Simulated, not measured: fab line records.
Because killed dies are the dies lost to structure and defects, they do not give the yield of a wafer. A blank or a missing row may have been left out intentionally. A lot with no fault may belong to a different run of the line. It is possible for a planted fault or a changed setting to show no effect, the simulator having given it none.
Chamber matching || flow nandHarc || NHARC_P_CONTACT_DESCUM_17 on rieDiel-10: 4 sister chambers
The step chemistry O2, time 3 s. 27 wafers are shown with their chamber, then 12 later ones without.

## WAFERS PAIRED WITH THEIR CHAMBERS
{"wafer": "L074.3", "chamber": 0, "drypumpMotorCurrentA (A)": 6.4, "oesProductAu (a.u.)": 1.009, "throttleValvePct (%)": 11.298}
{"wafer": "L074.4", "chamber": 1, "drypumpMotorCurrentA (A)": 5.9, "oesProductAu (a.u.)": 0.991, "throttleValvePct (%)": 11.312}
{"wafer": "L074.5", "chamber": 1, "drypumpMotorCurrentA (A)": 5.9, "oesProductAu (a.u.)": 1.004, "throttleValvePct (%)": 11.304}
{"wafer": "L076.1", "chamber": 1, "drypumpMotorCurrentA (A)": 5.9, "oesProductAu (a.u.)": 0.996, "throttleValvePct (%)": 11.312}
{"wafer": "L076.4", "chamber": 1, "drypumpMotorCurrentA (A)": 5.9, "oesProductAu (a.u.)": 0.996, "throttleValvePct (%)": 11.297}
{"wafer": "L076.5", "chamber": 0, "drypumpMotorCurrentA (A)": 6.5, "oesProductAu (a.u.)": 1.008, "throttleValvePct (%)": 11.296}
{"wafer": "L078.1", "chamber": 0, "drypumpMotorCurrentA (A)": 6.5, "oesProductAu (a.u.)": 0.985, "throttleValvePct (%)": 11.307}
{"wafer": "L078.2", "chamber": 2, "drypumpMotorCurrentA (A)": 5.6, "oesProductAu (a.u.)": 1.003, "throttleValvePct (%)": 11.311}
{"wafer": "L078.5", "chamber": 1, "drypumpMotorCurrentA (A)": 5.9, "oesProductAu (a.u.)": 0.991, "throttleValvePct (%)": 11.305}
{"wafer": "L080.4", "chamber": 1, "drypumpMotorCurrentA (A)": 5.9, "oesProductAu (a.u.)": 1.000, "throttleValvePct (%)": 11.318}
{"wafer": "L080.5", "chamber": 0, "drypumpMotorCurrentA (A)": 6.5, "oesProductAu (a.u.)": 0.992, "throttleValvePct (%)": 11.316}
{"wafer": "L080.6", "chamber": 3, "drypumpMotorCurrentA (A)": 5.2, "oesProductAu (a.u.)": 1.012, "throttleValvePct (%)": 11.305}
{"wafer": "L082.1", "chamber": 0, "drypumpMotorCurrentA (A)": 6.5, "oesProductAu (a.u.)": 1.002, "throttleValvePct (%)": 11.306}
{"wafer": "L082.2", "chamber": 2, "drypumpMotorCurrentA (A)": 5.6, "oesProductAu (a.u.)": 1.005, "throttleValvePct (%)": 11.316}
{"wafer": "L082.4", "chamber": 1, "drypumpMotorCurrentA (A)": 5.9, "oesProductAu (a.u.)": 0.999, "throttleValvePct (%)": 11.313}
{"wafer": "L084.2", "chamber": 2, "drypumpMotorCurrentA (A)": 5.6, "oesProductAu (a.u.)": 0.999, "throttleValvePct (%)": 11.311}
{"wafer": "L084.5", "chamber": 2, "drypumpMotorCurrentA (A)": 5.6, "oesProductAu (a.u.)": 1.004, "throttleValvePct (%)": 11.314}
{"wafer": "L084.6", "chamber": 0, "drypumpMotorCurrentA (A)": 6.5, "oesProductAu (a.u.)": 1.011, "throttleValvePct (%)": 11.310}
{"wafer": "L088.2", "chamber": 1, "drypumpMotorCurrentA (A)": 5.9, "oesProductAu (a.u.)": 0.994, "throttleValvePct (%)": 11.327}
{"wafer": "L088.3", "chamber": 2, "drypumpMotorCurrentA (A)": 5.6, "oesProductAu (a.u.)": 1.018, "throttleValvePct (%)": 11.307}
{"wafer": "L088.6", "chamber": 1, "drypumpMotorCurrentA (A)": 5.9, "oesProductAu (a.u.)": 1.004, "throttleValvePct (%)": 11.304}
{"wafer": "L090.1", "chamber": 0, "drypumpMotorCurrentA (A)": 6.5, "oesProductAu (a.u.)": 1.013, "throttleValvePct (%)": 11.306}
{"wafer": "L090.2", "chamber": 1, "drypumpMotorCurrentA (A)": 5.9, "oesProductAu (a.u.)": 0.998, "throttleValvePct (%)": 11.311}
{"wafer": "L090.3", "chamber": 2, "drypumpMotorCurrentA (A)": 5.6, "oesProductAu (a.u.)": 1.012, "throttleValvePct (%)": 11.294}
{"wafer": "L091.3", "chamber": 1, "drypumpMotorCurrentA (A)": 5.9, "oesProductAu (a.u.)": 0.990, "throttleValvePct (%)": 11.301}
{"wafer": "L091.5", "chamber": 2, "drypumpMotorCurrentA (A)": 5.5, "oesProductAu (a.u.)": 1.010, "throttleValvePct (%)": 11.338}
{"wafer": "L091.6", "chamber": 3, "drypumpMotorCurrentA (A)": 5.2, "oesProductAu (a.u.)": 1.002, "throttleValvePct (%)": 11.306}

SIGNATURES, as means of the wafers listed above
{"reading": "drypumpMotorCurrentA", "chamber 0": 6.486, "chamber 1": 5.900, "chamber 2": 5.586, "chamber 3": 5.200, "scatter within a chamber": 0.0273}
{"reading": "oesProductAu", "chamber 0": 1.00286, "chamber 1": 0.99664, "chamber 2": 1.00729, "chamber 3": 1.00700, "scatter within a chamber": 0.00726}
{"reading": "throttleValvePct", "chamber 0": 11.30557, "chamber 1": 11.30945, "chamber 2": 11.31300, "chamber 3": 11.30550, "scatter within a chamber": 0.00941}
Rule: a wafer lies at a distance from a chamber equal to the root of the sum of squares, over the readings, of (its reading less the chamber's mean, divided by the reading's scatter). The wafer belongs to the nearest chamber; if the next one is less than 2 further off, it can't be placed. The scatter is the square root of a quotient: the sum, over the shown wafers, of each reading's squared deviation from its chamber's mean, divided by wafers minus chambers.

## WAFERS WITHOUT THEIR CHAMBER
{"wafer": "L092.1", "drypumpMotorCurrentA (A)": 5.2, "oesProductAu (a.u.)": 1.000, "throttleValvePct (%)": 11.314}
{"wafer": "L092.2", "drypumpMotorCurrentA (A)": 5.9, "oesProductAu (a.u.)": 0.979, "throttleValvePct (%)": 11.295}
{"wafer": "L092.4", "drypumpMotorCurrentA (A)": 5.6, "oesProductAu (a.u.)": 1.009, "throttleValvePct (%)": 11.310}
{"wafer": "L093.4", "drypumpMotorCurrentA (A)": 5.9, "oesProductAu (a.u.)": 0.995, "throttleValvePct (%)": 11.314}
{"wafer": "L093.5", "drypumpMotorCurrentA (A)": 6.5, "oesProductAu (a.u.)": 0.990, "throttleValvePct (%)": 11.314}
{"wafer": "L093.6", "drypumpMotorCurrentA (A)": 5.3, "oesProductAu (a.u.)": 1.002, "throttleValvePct (%)": 11.316}
{"wafer": "L096.1", "drypumpMotorCurrentA (A)": 5.3, "oesProductAu (a.u.)": 1.019, "throttleValvePct (%)": 11.316}
{"wafer": "L096.2", "drypumpMotorCurrentA (A)": 6.5, "oesProductAu (a.u.)": 0.987, "throttleValvePct (%)": 11.294}
{"wafer": "L096.5", "drypumpMotorCurrentA (A)": 5.6, "oesProductAu (a.u.)": 0.985, "throttleValvePct (%)": 11.297}
{"wafer": "L097.1", "drypumpMotorCurrentA (A)": 5.2, "oesProductAu (a.u.)": 1.014, "throttleValvePct (%)": 11.310}
{"wafer": "L097.3", "drypumpMotorCurrentA (A)": 5.9, "oesProductAu (a.u.)": 0.999, "throttleValvePct (%)": 11.309}
{"wafer": "L097.4", "drypumpMotorCurrentA (A)": 5.6, "oesProductAu (a.u.)": 1.007, "throttleValvePct (%)": 11.312}

## THE CHAMBER EACH PASSED THROUGH
{"wafer": "L092.1", "from the rows above": 3, "in truth": 3}
{"wafer": "L092.2", "from the rows above": 1, "in truth": 1}
{"wafer": "L092.4", "from the rows above": 2, "in truth": 2}
{"wafer": "L093.4", "from the rows above": 1, "in truth": 1}
{"wafer": "L093.5", "from the rows above": 0, "in truth": 0}
{"wafer": "L093.6", "from the rows above": 3, "in truth": 3}
{"wafer": "L096.1", "from the rows above": 3, "in truth": 3}
{"wafer": "L096.2", "from the rows above": 0, "in truth": 0}
{"wafer": "L096.5", "from the rows above": 2, "in truth": 2}
{"wafer": "L097.1", "from the rows above": 3, "in truth": 3}
{"wafer": "L097.3", "from the rows above": 1, "in truth": 1}
{"wafer": "L097.4", "from the rows above": 2, "in truth": 2}
Correct placement for 12 of the 12. Can't be placed from these rows: 0. 0 placed wrongly.
